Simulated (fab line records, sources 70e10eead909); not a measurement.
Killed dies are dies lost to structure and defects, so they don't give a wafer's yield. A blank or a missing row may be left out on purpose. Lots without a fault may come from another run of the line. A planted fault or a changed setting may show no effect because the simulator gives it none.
Chamber matching | flow nand_harc | NHARC_A_SLIT_DESCUM_14 on rie_diel-12: 4 sister chambers
The step chemistry O2, time 3 s. 8 wafers are shown with their chamber, then 10 later ones without.

WAFERS WITH THEIR CHAMBER
wafer  | chamber | drypump_motor_current_A (A) | oes_product_au (a.u.)
L086.1 | 3       | 6.2                         | 0.998
L090.3 | 2       | 5.0                         | 1.008
L090.6 | 1       | 6.5                         | 0.982
L089.1 | 0       | 5.9                         | 0.993
L089.4 | 2       | 5.0                         | 1.000
L089.5 | 1       | 6.5                         | 1.000
L091.2 | 0       | 6.0                         | 1.000
L091.3 | 3       | 6.2                         | 1.006

WAFERS WITHOUT THEIR CHAMBER
wafer  | drypump_motor_current_A (A) | oes_product_au (a.u.)
L091.5 | 4.9                         | 0.998
L092.3 | 6.5                         | 0.992
L092.5 | 5.0                         | 1.005
L092.6 | 6.2                         | 1.011
L093.2 | 5.0                         | 1.001
L093.4 | 6.2                         | 1.008
L093.5 | 6.5                         | 0.986
L096.3 | 6.5                         | 0.993
L096.5 | 5.0                         | 0.994
L096.6 | 6.3                         | 1.006

WHICH CHAMBER EACH WENT THROUGH
wafer  | from the rows above | in truth
L091.5 | 2                   | 2
L092.3 | 1                   | 1
L092.5 | 2                   | 2
L092.6 | 3                   | 3
L093.2 | 2                   | 2
L093.4 | 3                   | 3
L093.5 | 1                   | 1
L096.3 | 1                   | 1
L096.5 | 2                   | 2
L096.6 | 3                   | 3
Placed correctly: 10 of 10. Can't be placed from these rows: 0. Placed wrongly: 0.
How it was worked out, from the rows above alone: a wafer's distance from a chamber is the root of the sum, over the readings, of the square of ((its reading less the chamber's mean) divided by the reading's scatter). The wafer belongs to the nearest chamber; if the next one is less than 2 further off, it can't be placed. A chamber's mean is the mean of its shown wafers. The scatter: the root of (the sum of the squares of (reading less its chamber's mean) over the shown wafers, divided by (wafers less chambers)).
